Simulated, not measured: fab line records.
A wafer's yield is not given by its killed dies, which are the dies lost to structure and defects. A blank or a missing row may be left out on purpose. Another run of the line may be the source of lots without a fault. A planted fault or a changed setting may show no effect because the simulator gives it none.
fab line records	flow n5_finfet
[record] lots = 6	wafers = 18	last_day = 17
route steps=1938 shown BEOL_M2@875 BEOL_M4@1111 PASSIVATION@1936
lots with no fault: from the same line, run without faults
start_h: start of the lot's first displayed wafer, in hours after the record's first day	wait_h: hours since the lot's step before	" same as the row above	L1.1+2: one row covering several wafers at once	- value missing, or start not given	* or withheld: withheld	< > ~ a bound
route shown NAME@n: NAME is a module with steps in the file, n the number in the route of the first one	usual: mean/standard deviation of fault-free wafers	same: alike in all rows	chamber/n: place in a boat	sites: the reading at each site	_std_site: the values' standard deviation	_edge_site: mean of outer sites minus mean of inner sites	radius_mm: for every site, how far away it sits from the centre of the wafer	mask NAME#n: copy n	behind: the most recent tool/chamber to have shaped the wafer	hold: reason for holding the lot/hours on hold/outcome of the hold	device: the n, p or np transistor that did not switch	end of line: at the end of the route, the tests of the same wafers	step lacking rows: just its recipe	killed: at the first sort, the dies lost to defects and structure; wafer yield is something else	map: per-die view of a wafer (x killed, . not killed, _ where there is no die)
set.NAME: the setting that was run; set.NAME@STEP: the one run at that earlier step	model.NAME: the simulator's own value behind a step, which no gauge read
a table for each step, a row for each wafer; lots at some steps of the route
services: a tool's chamber out of use, with start hour (start_h, from the record's first day; less than 0 if before it), hours out, and reason
[[steps]]
[step N5_BEOL_M2_DEVELOP_27]
[recipe] develop_time_s = 30	developer = TMAH	resist = CAR-EUV	rinse_liquid = surfactant_rinse	dry = air_spin	dev_temp_c = 23
[step N5_BEOL_M2_CD_MEAS_28]
[recipe] target_cd_nm = 26.2	landing_energy_ev = 500	detector = se_inlens	target_cd_y_nm = 24.1	polarity = opening
[usual] cd_nm = 26.16/0.21
lot.wafer	tool	chamber	start_h	wait_h	cd_nm
L513.1	cd_sem-03	0	141.71	-	26.51
L513.3	"	0	"	"	26.01
L513.5	"	0	"	"	26.30
L519.2	cd_sem-03	0	186.76	-	26.08
L519.3	"	0	"	"	26.04
L519.4	"	0	"	"	26.31
L526.4	cd_sem-03	0	219.01	-	26.33
L526.5	"	0	"	"	26.47
L526.6	"	0	"	"	26.12
L528.1	cd_sem-01	0	239.12	-	25.90
L528.4	"	0	"	"	26.01
L528.6	"	0	"	"	26.22
L530.3	cd_sem-01	0	243.22	-	26.21
L530.4	"	0	"	"	26.24
L530.6	"	0	"	"	26.73
L532.2	cd_sem-03	0	255.15	-	26.25
L532.4	"	0	"	"	26.32
L532.6	"	0	"	"	26.21
[step N5_BEOL_M2_OVL_MEAS_29]
[recipe] points_per_wafer = 522
[usual] V1_OVL = 0.0/0.79
lot.wafer	tool	chamber	start_h	wait_h	V1_OVL[nm]
L513.1	overlay-01	0	141.74	0.0	0.4
L513.3	"	0	"	"	0.5
L513.5	"	0	"	"	0.6
L519.2	overlay-02	0	186.79	0.0	1.0
L519.3	"	0	"	"	0.1
L519.4	"	0	"	"	1.2
L526.4	overlay-01	0	219.05	0.0	1.2
L526.5	"	0	"	"	0.2
L526.6	"	0	"	"	0.8
L528.1	overlay-02	0	239.15	0.0	-0.1
L528.4	"	0	"	"	-0.9
L528.6	"	0	"	"	0.3
L530.3	overlay-02	0	243.26	0.0	-0.4
L530.4	"	0	"	"	-1.0
L530.6	"	0	"	"	0.1
L532.2	overlay-02	0	255.18	0.0	0.1
L532.4	"	0	"	"	0.2
L532.6	"	0	"	"	0.5
[step N5_BEOL_M2_INSPECT_30]
[recipe] mode = adi	inspect_instrument = brightfield
[usual] raw_defect_count = 394/89
lot.wafer	tool	chamber	start_h	wait_h	raw_defect_count
L513.1	defect_inspect-02	-	141.80	0.1	425
L513.3	"	-	"	"	510
L513.5	"	-	"	"	444
L519.2	defect_inspect-01	-	186.85	0.1	460
L519.3	"	-	"	"	613
L519.4	"	-	"	"	405
L526.4	defect_inspect-02	-	219.10	0.0	529
L526.5	"	-	"	"	593
L526.6	"	-	"	"	409
L528.1	defect_inspect-02	-	239.21	0.1	326
L528.4	"	-	"	"	412
L528.6	"	-	"	"	450
L530.3	defect_inspect-01	-	243.31	0.0	322
L530.4	"	-	"	"	336
L530.6	"	-	"	"	303
L532.2	defect_inspect-01	-	255.24	0.1	276
L532.4	"	-	"	"	439
L532.6	"	-	"	"	371
[step N5_BEOL_M2_DESCUM_33]
[recipe] chemistry = O2	time_s = 7	source_power_w = 50	bias_power_w = 20	pressure_mtorr = 20	rf_frequency_hz = 2.712e+07	temp_c = 40	resist = CAR-EUV	o2_flow_sccm = 225
[usual] drypump_motor_current_A = 6.1/0.35	oes_product_au = 0.79/0.091	rf_vpp_V = 242.9/1.2	showerhead_plenum_p_Torr = 2.08/0.053	temp_c = 40.00/0.1	throttle_valve_pct = 20.46/0.28
lot.wafer	tool	chamber	start_h	wait_h	drypump_motor_current_A	oes_product_au	rf_hours_counter_h	rf_vpp_V	showerhead_plenum_p_Torr	temp_c	throttle_valve_pct
L513.1	rie_diel-04	1	141.83	0.0	6.0	0.71	172	242.8	2.09	40.13	20.41
L513.3	"	2	"	"	5.3	0.67	252	241.5	2.04	40.02	20.30
L513.5	"	2	"	"	5.4	0.67	-	241.8	2.04	40.02	20.31
L519.2	rie_diel-05	3	187.37	0.5	6.2	0.71	215	244.0	2.16	40.00	20.80
L519.3	"	2	"	"	6.3	0.81	84	241.5	2.03	39.77	20.16
L519.4	"	0	"	"	6.1	0.84	-	244.3	2.03	39.97	20.11
L526.4	rie_diel-03	0	219.17	0.1	5.8	0.84	81	244.0	2.11	40.03	20.65
L526.5	"	3	"	"	6.3	0.80	-	245.2	2.10	40.05	20.33
L526.6	"	2	"	"	5.5	0.68	-	243.9	2.14	40.07	20.91
L528.1	rie_diel-05	2	239.24	0.0	6.3	0.78	105	241.6	2.02	39.96	20.20
L528.4	"	1	"	"	6.2	0.89	15	242.8	2.06	39.87	20.47
L528.6	"	2	"	"	6.3	0.77	-	240.2	2.02	39.96	20.20
L530.3	rie_diel-03	2	243.34	0.0	5.5	0.67	249	243.7	2.13	40.05	20.93
L530.4	"	0	"	"	5.8	0.83	90	243.6	2.11	39.99	20.66
L530.6	"	3	"	"	6.3	0.79	-	243.1	2.10	39.95	20.34
L532.2	rie_diel-05	3	255.28	0.0	6.2	0.70	236	244.4	2.15	39.87	20.83
L532.4	"	0	"	"	6.1	0.81	101	241.1	2.02	40.04	20.18
L532.6	"	0	"	"	6.0	0.81	-	243.6	2.02	39.95	20.18
[step N5_BEOL_M2_ETCH_77]
[recipe] chemistry = N2/H2	target = underlayer	target_depth_a = 65	mask_material = CAR-EUV	time_s = 5.2	ion_energy_ev = 200	pressure_mtorr = 30	source_w = 840	bias_w = 150	n2_flow_sccm = 200	h2_flow_sccm = 200	ends = cleared
[usual] drypump_motor_current_A = 6.1/0.35	etch_rf_on_time_s = 5.22/0.077	h2_flow_sccm = 200.0/0.66	oes_product_au = 0.68/0.076	rf_fwd_power_W = 819.3/2.7	rf_vpp_V = 523.4/2.2	showerhead_plenum_p_Torr = 2.52/0.065	throttle_valve_pct = 17.91/0.27
lot.wafer	tool	chamber	start_h	wait_h	drypump_motor_current_A	etch_rf_on_time_s	h2_flow_sccm	oes_product_au	rf_fwd_power_W	rf_hours_counter_h	rf_vpp_V	showerhead_plenum_p_Torr	throttle_valve_pct
L513.1	rie_diel-04	1	141.87	0.0	6.0	5.15	199.7	0.61	817.4	172	523.4	2.54	17.89
L513.3	"	2	"	"	5.4	5.23	198.7	0.57	821.9	252	522.7	2.49	17.83
L513.5	"	2	"	"	5.4	5.25	198.3	0.57	818.7	-	520.8	2.49	17.83
L519.2	rie_diel-05	3	187.41	0.0	6.2	5.30	200.5	0.59	818.9	215	525.9	2.62	18.30
L519.3	"	2	"	"	6.3	5.15	199.9	0.68	816.8	84	520.3	2.47	17.62
L519.4	"	0	"	"	6.1	5.22	200.2	0.71	821.6	-	519.7	2.47	17.70
L526.4	rie_diel-03	0	219.21	0.0	5.8	5.23	199.6	0.69	816.9	81	524.3	2.57	18.13
L526.5	"	3	"	"	6.3	5.25	198.6	0.66	819.7	-	524.1	2.56	17.75
L526.6	"	2	"	"	5.5	5.39	200.5	0.58	820.6	-	523.5	2.61	18.45
L528.1	rie_diel-05	2	239.28	0.0	6.3	5.13	199.8	0.66	819.2	105	522.6	2.46	17.70
L528.4	"	1	"	"	6.2	5.16	199.8	0.76	815.9	15	522.0	2.49	17.84
L528.6	"	2	"	"	6.3	5.20	199.3	0.67	817.8	-	520.8	2.46	17.68
L530.3	rie_diel-03	2	243.38	0.0	5.5	5.26	200.9	0.58	817.5	249	526.9	2.61	18.44
L530.4	"	0	"	"	5.7	5.17	198.4	0.70	818.2	90	523.6	2.57	18.13
L530.6	"	3	"	"	6.3	5.17	200.0	0.67	822.8	-	525.5	2.55	17.76
L532.2	rie_diel-05	3	255.31	0.0	6.2	5.24	199.9	0.59	822.3	236	527.0	2.61	18.35
L532.4	"	0	"	"	6.1	5.17	200.3	0.68	820.8	101	521.0	2.46	17.74
L532.6	"	0	"	"	6.0	5.24	200.9	0.69	821.2	-	521.7	2.46	17.70
[step N5_BEOL_M2_ETCH_69]
[recipe] chemistry = CF4	target = SiARC	target_depth_a = 156	mask_material = CAR-EUV	time_s = 26	ion_energy_ev = 80	pressure_mtorr = 40	source_w = 545	bias_w = 36	Ar_flow_sccm = 100	cf4_flow_sccm = 100	ends = cleared
[step N5_BEOL_M2_ALD_98]
[recipe] material = SiO2	target_thk_a = 25	temp_c = 100	ald_precursor_family = BDEAS	ald_co_reactant = O2-plasma	pulse_time_s = 1	co_reactant_pulse_time_s = 1	purge_time_s = 2	co_reactant_purge_time_s = 2	ald_cycles = 17	pressure_torr = 2
[usual] heater_power_w = 81/7.8	precursor_pulse_height_rel = 1.002/0.021
[same] ald_cycles = 17
lot.wafer	tool	chamber	start_h	wait_h	heater_power_w	precursor_pulse_height_rel
L513.1	ald_sin-04	1	142.34	0.4	86	1.043
L513.3	"	0	"	"	75	0.976
L513.5	"	3	"	"	63	1.008
L519.2	ald_sin-03	0	189.20	1.8	77	0.984
L519.3	"	1	"	"	94	1.001
L519.4	"	2	"	"	78	0.987
L526.4	ald_sin-04	2	219.68	0.4	79	1.020
L526.5	"	3	"	"	63	1.025
L526.6	"	2	"	"	80	1.014
L528.1	ald_sin-01	0	240.19	0.9	77	0.996
L528.4	"	3	"	"	87	1.036
L528.6	"	1	"	"	74	0.988
L530.3	ald_sin-03	3	243.59	0.2	83	1.034
L530.4	"	2	"	"	78	1.011
L530.6	"	3	"	"	87	0.972
L532.2	ald_sin-04	1	255.41	0.1	87	0.995
L532.4	"	2	"	"	81	1.040
L532.6	"	3	"	"	63	1.005
[step N5_BEOL_M2_ETCHBACK_99]
[recipe] chemistry = CHF3	target = SiO2	target_depth_a = 50	time_s = 10.4	source_w = 215	bias_w = 47	Ar_flow_sccm = 200	CHF3_flow_sccm = 12	ion_energy_ev = 100	pressure_mtorr = 30
[usual] drypump_motor_current_A = 6.1/0.36	oes_product_au = 0.81/0.092	rf_vpp_V = 242/3.1	showerhead_plenum_p_Torr = 2.15/0.058	throttle_valve_pct = 17.11/0.27
lot.wafer	tool	chamber	start_h	wait_h	drypump_motor_current_A	oes_product_au	rf_hours_counter_h	rf_vpp_V	showerhead_plenum_p_Torr	throttle_valve_pct
L513.1	rie_diel-04	1	151.40	9.0	6.0	0.71	176	239	2.14	17.04
L513.3	"	0	"	"	5.4	0.68	244	244	2.21	17.14
L513.5	"	0	"	"	5.4	0.67	-	245	2.21	17.16
L519.2	rie_diel-03	2	189.35	0.1	5.5	0.68	231	245	2.21	17.61
L519.3	"	1	"	"	6.5	0.93	13	241	2.11	17.16
L519.4	"	3	"	"	6.3	0.81	111	244	2.17	16.93
L526.4	rie_diel-04	2	228.13	8.4	5.4	0.92	21	236	2.11	16.72
L526.5	"	0	"	"	5.4	0.95	-	243	2.20	16.76
L526.6	"	1	"	"	6.0	0.69	-	239	2.13	17.10
L528.1	rie_diel-05	0	244.07	3.8	6.0	0.82	96	241	2.09	16.84
L528.4	"	1	"	"	6.2	0.89	16	242	2.11	17.07
L528.6	"	2	"	"	6.3	0.78	-	236	2.08	16.89
L530.3	rie_diel-04	3	246.87	3.2	6.3	0.91	14	241	2.29	17.10
L530.4	"	2	"	"	5.3	0.91	28	237	2.11	16.72
L530.6	"	3	"	"	6.3	0.92	-	240	2.29	17.09
L532.2	rie_diel-05	3	271.77	16.3	6.2	0.69	241	245	2.21	17.52
L532.4	"	1	"	"	6.2	0.88	25	243	2.11	17.09
L532.6	"	0	"	"	6.0	0.79	-	242	2.08	16.85
[step N5_BEOL_M2_ETCH_70]
[recipe] chemistry = N2/H2	target = SOC	target_depth_a = 800	overetch_a = 240	mask_material = SiARC	temp_c = 40	time_s = 130	ion_energy_ev = 200	pressure_mtorr = 30	source_w = 840	bias_w = 150	n2_flow_sccm = 200	h2_flow_sccm = 200
[usual] drypump_motor_current_A = 6.1/0.36	h2_flow_sccm = 200.1/0.58	oes_product_au = 0.59/0.065	rf_fwd_power_W = 836/3.2	rf_vpp_V = 523.8/2.1	showerhead_plenum_p_Torr = 2.55/0.07	temp_c = 40.00/0.1	throttle_valve_pct = 17.88/0.28
lot.wafer	tool	chamber	start_h	wait_h	drypump_motor_current_A	h2_flow_sccm	oes_product_au	rf_fwd_power_W	rf_hours_counter_h	rf_vpp_V	showerhead_plenum_p_Torr	temp_c	throttle_valve_pct
L513.1	rie_diel-04	1	151.43	0.0	6.0	201.5	0.53	836	176	524.3	2.54	40.07	17.85
L513.3	"	0	"	"	5.4	199.2	0.50	834	244	525.1	2.62	40.09	17.91
L513.5	"	0	"	"	5.4	198.8	0.49	834	-	524.0	2.62	40.10	17.92
L519.2	rie_diel-03	2	189.38	0.0	5.4	200.8	0.51	832	231	526.1	2.61	39.99	18.37
L519.3	"	1	"	"	6.5	200.5	0.67	834	13	522.0	2.50	39.91	17.93
L519.4	"	3	"	"	6.3	199.5	0.59	833	111	524.6	2.56	40.06	17.66
L526.4	rie_diel-04	2	228.16	0.0	5.4	200.1	0.67	840	21	523.1	2.48	40.08	17.36
L526.5	"	0	"	"	5.4	199.9	0.70	833	-	527.6	2.61	40.03	17.55
L526.6	"	1	"	"	6.0	201.3	0.51	837	-	523.8	2.53	39.94	17.90
L528.1	rie_diel-05	0	244.11	0.0	6.1	199.8	0.59	829	96	521.8	2.46	40.12	17.67
L528.4	"	1	"	"	6.2	200.5	0.66	833	16	524.7	2.49	39.97	17.77
L528.6	"	2	"	"	6.3	199.9	0.58	840	-	520.9	2.46	39.91	17.63
L530.3	rie_diel-04	3	246.90	0.0	6.3	200.1	0.68	834	14	528.7	2.71	39.82	17.82
L530.4	"	2	"	"	5.4	200.3	0.67	834	28	521.5	2.48	39.84	17.36
L530.6	"	3	"	"	6.3	199.9	0.67	839	-	527.4	2.71	39.89	17.80
L532.2	rie_diel-05	3	271.80	0.0	6.2	200.2	0.51	830	241	527.1	2.61	39.87	18.32
L532.4	"	1	"	"	6.2	199.4	0.63	831	25	522.6	2.49	39.92	17.81
L532.6	"	0	"	"	6.1	200.2	0.59	835	-	521.0	2.46	39.90	17.68
[step N5_BEOL_M2_STRIP_71]
[recipe] chemistry = N2/H2	temp_c = 40	n2_flow_sccm = 200	h2_flow_sccm = 200	rf_frequency_hz = 6e+07
[step N5_BEOL_M2_STRIP_78]
[recipe] chemistry = N2/H2	temp_c = 40	n2_flow_sccm = 200	h2_flow_sccm = 200	rf_frequency_hz = 6e+07
[step N5_BEOL_M2_VIA_ETCH_34]
[recipe] chemistry = C4F6/O2	target_depth_a = 694	mask_material = SOC	pressure_mtorr = 15	ion_energy_ev = 250	taper_deg = 4	time_s = 65.9	source_w = 350	bias_w = 170	Ar_flow_sccm = 300	C4F6_flow_sccm = 10	O2_flow_sccm = 10
[usual] C4F6_flow_sccm = 10.006/0.025	O2_flow_sccm = 10.01/0.032	drypump_motor_current_A = 6.1/0.36	oes_f_703_au = 0.81/0.089	oes_o_777_au = 0.80/0.089	oes_product_au = 0.81/0.093	rf_fwd_power_W = 347.1/1.7	rf_vpp_V = 668/8.2	showerhead_plenum_p_Torr = 2.84/0.074	throttle_valve_pct = 30.83/0.25
lot.wafer	tool	chamber	start_h	wait_h	C4F6_flow_sccm	O2_flow_sccm	drypump_motor_current_A	oes_f_703_au	oes_o_777_au	oes_product_au	rf_fwd_power_W	rf_hours_counter_h	rf_vpp_V	showerhead_plenum_p_Torr	throttle_valve_pct	model.etch.depth_nm	model.SOC_of_BEOL_M2_COAT_67.thk_nm
L513.1	rie_diel-04	1	151.54	0.0	10.022	9.99	6.0	0.71	0.71	0.70	352.1	176	662	2.83	30.69	68.46	51.8
L513.3	"	0	"	"	9.968	10.01	5.4	0.68	0.67	0.66	347.3	244	674	2.92	30.77	67.95	52
L513.5	"	0	"	"	10.020	10.05	5.4	0.67	0.67	0.67	347.0	-	676	2.92	30.76	68.26	51.8
L519.2	rie_diel-03	2	189.49	0.0	9.992	10.05	5.5	0.68	0.68	0.68	346.2	231	678	2.92	31.21	66.89	52.4
L519.3	"	1	"	"	9.955	9.99	6.5	0.91	0.90	0.92	346.1	13	668	2.79	30.98	69.42	52.2
L519.4	"	3	"	"	10.010	10.00	6.3	0.79	0.79	0.80	344.4	111	673	2.86	30.67	68.99	52.2
L526.4	rie_diel-04	2	228.27	0.0	10.018	9.96	5.3	1.16	1.16	0.97	430.2	21	591	2.79	30.40	75.87	51.4
L526.5	"	0	"	"	10.026	9.99	5.4	1.19	1.18	1.01	430.6	-	608	2.91	30.58	77.14	51.4
L526.6	"	1	"	"	10.041	9.98	6.0	0.88	0.88	0.73	433.8	-	597	2.81	30.74	75.96	51.4
L528.1	rie_diel-05	0	244.22	0.0	9.984	10.03	6.1	0.79	0.79	0.81	344.3	96	670	2.76	30.62	69.75	51.8
L528.4	"	1	"	"	9.997	9.94	6.3	0.87	0.88	0.89	346.0	16	671	2.79	30.81	70.04	51.4
L528.6	"	2	"	"	10.002	10.04	6.3	0.79	0.79	0.78	347.2	-	654	2.75	30.56	69.67	51.8
L530.3	rie_diel-04	3	247.01	0.0	10.057	10.01	6.3	1.19	1.18	0.98	430.9	14	603	3.02	30.89	76.41	51
L530.4	"	2	"	"	9.995	9.98	5.3	1.16	1.14	0.95	432.7	28	590	2.79	30.41	75.99	51.2
L530.6	"	3	"	"	10.032	9.99	6.3	1.18	1.18	0.98	431.4	-	602	3.02	30.89	76.47	51
L532.2	rie_diel-05	3	271.91	0.0	10.034	10.05	6.2	0.68	0.69	0.68	344.9	241	676	2.92	31.17	68.48	52
L532.4	"	1	"	"	10.014	9.96	6.2	0.85	0.85	0.87	348.2	25	672	2.79	30.84	69.55	51.8
L532.6	"	0	"	"	10.016	10.01	6.1	0.79	0.78	0.80	344.6	-	669	2.76	30.63	68.93	51.8
[step N5_BEOL_M2_STRIP_83]
[recipe] chemistry = C4F6/O2	resist = SiARC	rf_frequency_hz = 6e+07
[step N5_BEOL_M4_RC_MEAS_101]
[usual] DIBL_N = 36.5/1.4	DIBL_P = 36.9/1.7	IOFF_N = 0.163/0.023	IOFF_P = 0.22/0.032	ION_N = 673/9	ION_P = 462/7.5	SS_N = 71.6/0.54	SS_P = 73.4/0.62	VT_N = 249.8/2.8	VT_P = -250/3.5
lot.wafer	tool	chamber	start_h	wait_h	DIBL_N[mV/V]	DIBL_P[mV/V]	IOFF_N[nA/um]	IOFF_P[nA/um]	ION_N[uA/um]	ION_P[uA/um]	SS_N[mV/dec]	SS_P[mV/dec]	VT_N[mV]	VT_P[mV]
L513.1	prober-02	0	182.40	0.0	37.6	37.2	0.176	0.26	679	470	72.2	73.9	249.2	-246
L513.3	"	0	"	"	37.6	37.6	0.183	0.27	689	477	72.1	74.1	245.5	-243
L513.5	"	0	"	"	37.1	37.0	0.169	0.27	670	468	71.8	73.5	247.0	-248
L519.2	prober-01	0	213.27	0.2	34.3	35.5	0.149	0.22	677	468	72.3	73.1	248.2	-249
L519.3	"	0	"	"	35.8	37.1	0.162	0.24	670	465	71.9	73.6	251.1	-247
L519.4	"	0	"	"	35.5	36.8	0.170	0.24	676	467	72.5	73.2	248.0	-249
L526.4	prober-01	0	251.01	0.5	36.0	36.3	0.151	0.20	684	466	71.3	73.4	250.4	-251
L526.5	"	0	"	"	37.1	37.4	0.179	0.22	689	470	71.8	73.4	247.2	-250
L526.6	"	0	"	"	37.4	38.5	0.187	0.25	678	468	71.8	74.0	247.0	-248
L528.1	prober-02	0	276.53	0.0	36.5	38.4	0.171	0.22	669	457	71.6	73.4	248.7	-248
L528.4	"	0	"	"	36.6	38.5	0.178	0.23	683	469	72.6	72.7	249.9	-249
L528.6	"	0	"	"	36.5	38.4	0.169	0.22	681	467	71.5	73.4	249.4	-252
L530.3	prober-01	0	278.24	0.3	34.9	37.1	0.153	0.22	675	473	71.8	73.9	251.9	-244
L530.4	"	0	"	"	35.1	36.5	0.143	0.22	672	464	72.2	73.9	255.5	-249
L530.6	"	0	"	"	34.1	35.7	0.139	0.20	670	467	70.9	72.9	253.1	-249
L532.2	prober-01	0	307.80	0.2	33.6	33.8	0.129	0.17	665	462	70.9	72.0	249.9	-254
L532.4	"	0	"	"	34.3	35.2	0.147	0.19	677	464	70.7	73.3	246.3	-250
L532.6	"	0	"	"	32.6	33.7	0.118	0.17	672	468	70.5	72.9	253.8	-254
[step N5_PASSIVATION_PROBE_49]
[usual] defect_limited_yield = 91.2/1.4	killed_at_M0_to_M3 = 35/11	killed_at_M4_up = 12/4.2	killed_at_contacts = 13/5.6	killed_at_front_end = 40/12	killed_at_other = 3.3/2.6	killed_dies = 103/17	killed_open = 68/12	killed_short = 34/7.6	sort_bin_5_function = 5.1/0.95	sort_bin_6_memory = 3.3/0.68	sort_n_pass = 1077/17	sort_yield_pct = 91.2/1.4
[same] gross_dies = 1180	killed_at_back_side = 0	sort_bin_4_leakage[%] = 0	sort_bin_8_speed[%] = 0
lot.wafer	tool	chamber	start_h	wait_h	defect_limited_yield[%]	killed_at_M0_to_M3	killed_at_M4_up	killed_at_contacts	killed_at_front_end	killed_at_other	killed_dies	killed_open	killed_short	sort_bin_5_function[%]	sort_bin_6_memory[%]	sort_n_pass	sort_yield_pct[%]
L513.1	prober-02	-	291.09	0.0	92.6	18	19	9	35	6	87	52	34	3.8	3.2	1093	92.6
L513.3	prober-02	-	291.19	0.1	92.1	31	12	9	40	1	93	69	23	5.3	2.4	1087	92.1
L513.5	prober-02	-	291.29	0.2	91.9	26	10	14	42	4	96	62	34	3.8	3.9	1084	91.9
L519.2	prober-01	-	319.40	0.1	94.2	20	12	12	21	3	68	42	25	3.3	2.2	1112	94.2
L519.3	prober-01	-	319.45	0.1	91.4	35	10	12	44	1	102	63	39	5.3	3.1	1078	91.4
L519.4	prober-01	-	319.50	0.2	90.6	52	3	6	50	0	111	72	39	4.7	4.4	1069	90.6
L526.4	prober-01	-	349.28	0.2	90.4	28	8	20	53	4	113	76	37	6.1	3.2	1067	90.4
L526.5	prober-01	-	349.33	0.2	91.4	33	15	14	36	3	101	74	25	5.3	3.0	1079	91.4
L526.6	prober-01	-	349.38	0.3	90.3	59	12	4	36	3	114	60	52	4.6	4.2	1066	90.3
// killed by level:class
L513.1 FIN_SAQP:geometric_particle:short=16 BEOL_M4:geometric_particle:open=9 MOL_CONTACT_COAG:geometric_particle:open=8 FIN_SAQP:geometric_particle:open=7 GATE_CUT:geometric_particle:short=5 BEOL_M1:geometric_particle:open=5 BEOL_M8:geometric_particle:open=4 BEOL_M0_SAQP:geometric_particle:short=4
L513.3 BEOL_M2:geometric_particle:open=15 BEOL_M1:geometric_particle:open=8 MOL_CONTACT_COAG:geometric_particle:open=8 GATE_CUT:geometric_particle:open=7 GATE_CUT:geometric_particle:short=6 FIN_SAQP:geometric_particle:short=5 STI_FIN_REVEAL:geometric_particle:open=5 BEOL_M5:geometric_particle:open=5
L513.5 FIN_SAQP:geometric_particle:short=14 MOL_CONTACT_COAG:geometric_particle:open=12 FIN_SAQP:geometric_particle:open=11 BEOL_M2:geometric_particle:open=7 BEOL_M0_SAQP:geometric_particle:open=5 BEOL_M1:geometric_particle:open=5 DUMMY_GATE:geometric_particle:open=4 GATE_CUT:geometric_particle:short=4
L519.2 MOL_CONTACT_COAG:geometric_particle:open=11 DUMMY_GATE:geometric_particle:open=5 BEOL_M0_SAQP:geometric_particle:short=5 STI_FIN_REVEAL:geometric_particle:open=4 BEOL_M0_SAQP:geometric_particle:open=4 FIN_SAQP:geometric_particle:short=3 BEOL_M4:geometric_particle:short=3 BEOL_M2:geometric_particle:open=2
L519.3 BEOL_M1:geometric_particle:short=12 MOL_CONTACT_COAG:geometric_particle:open=11 STI_FIN_REVEAL:geometric_particle:open=8 GATE_CUT:geometric_particle:short=6 BEOL_M0_SAQP:geometric_particle:open=6 DUMMY_GATE:geometric_particle:open=5 BEOL_M3:geometric_particle:open=5 BEOL_M4:geometric_particle:open=5
L519.4 BEOL_M3:geometric_particle:open=15 FIN_SAQP:geometric_particle:open=13 STI_FIN_REVEAL:geometric_particle:open=11 FIN_SAQP:geometric_particle:short=10 BEOL_M0_SAQP:geometric_particle:open=10 BEOL_M0_SAQP:geometric_particle:short=7 BEOL_M1:geometric_particle:open=6 BEOL_M3:geometric_particle:short=5
L526.4 MOL_CONTACT_COAG:geometric_particle:open=15 STI_FIN_REVEAL:geometric_particle:open=11 FIN_SAQP:geometric_particle:open=8 BEOL_M3:geometric_particle:open=7 MOL_CONTACT_COAG:geometric_particle:short=5 BEOL_M2:geometric_particle:open=5 FIN_CUT:geometric_particle:short=4 FIN_CUT:geometric_particle:open=4
L526.5 MOL_CONTACT_COAG:geometric_particle:open=11 FIN_SAQP:geometric_particle:open=10 BEOL_M1:geometric_particle:open=10 BEOL_M0_SAQP:geometric_particle:open=8 BEOL_M3:geometric_particle:open=5 BEOL_M4:geometric_particle:open=5 STI_FIN_REVEAL:geometric_particle:open=4 BEOL_M2:geometric_particle:open=4
L526.6 BEOL_M0_SAQP:geometric_particle:short=19 BEOL_M1:geometric_particle:open=11 BEOL_M0_SAQP:geometric_particle:open=9 STI_FIN_REVEAL:geometric_particle:open=7 BEOL_M4:geometric_particle:open=7 FIN_SAQP:geometric_particle:short=6 BEOL_M1:geometric_particle:short=6 BEOL_M3:geometric_particle:open=6
[[services]]
tool	chamber	start_h	hours	kind
ald_sin-03	-	126.31	2.5	repair
ald_sin-04	2	133.92	6.5	repair
ald_sin-01	3	144.39	2.6	repair
ald_sin-04	-	148.08	6.1	pm
rie_diel-04	2	149.43	-	clean
rie_diel-04	2	149.43	-	consumable_replace:focus_ring
rie_diel-04	2	149.43	24.1	scheduled_down
rie_diel-04	2	149.43	24.1	vent_cycle
rie_diel-04	0	154.52	2.4	repair
rie_diel-04	0	161.59	5.3	repair
rie_diel-03	1	165.50	5.0	repair
ald_sin-04	1	167.78	6.5	repair
rie_diel-05	1	177.38	-	clean
rie_diel-05	1	177.38	-	consumable_replace:focus_ring
rie_diel-05	1	177.38	21.6	scheduled_down
rie_diel-05	1	177.38	21.6	vent_cycle
ald_sin-01	-	177.73	14.0	pm
rie_diel-05	3	202.56	13.1	repair
ald_sin-03	2	216.08	16.4	repair
ald_sin-04	-	240.59	0.5	repair
ald_sin-01	2	243.11	20.8	repair
ald_sin-03	1	258.35	31.1	repair
ald_sin-04	-	260.49	1.1	repair
ald_sin-04	-	268.25	14.0	pm
[[key]]
[first_sign] step = N5_BEOL_M2_VIA_ETCH_34	reading = rf_fwd_power_W	direction = up	sigmas = 49	usual = *	struck = *
[effect] step = N5_BEOL_M2_VIA_ETCH_34	reading = rf_vpp_V	direction = down	sigmas = 8.5	usual = 668	struck = 599
[model_effect] step = N5_BEOL_M2_VIA_ETCH_34	value = etch.depth_nm	without = 70.18	struck = 76.3
met_at N5_BEOL_M2_VIA_ETCH_34
struck_wafers L526.4,L526.5,L526.6,L530.3,L530.4,L530.6
onset_between 151.54 228.27
[fault] kind = process_parameter_drift	tool = rie_diel-04	chamber = -	onset_h = 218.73	steps = N5_BEOL_M2_VIA_ETCH_34	channel = source_w	offset = 84	shape = step	end_h = 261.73	acts_in = these_recipes_only	stated = 350
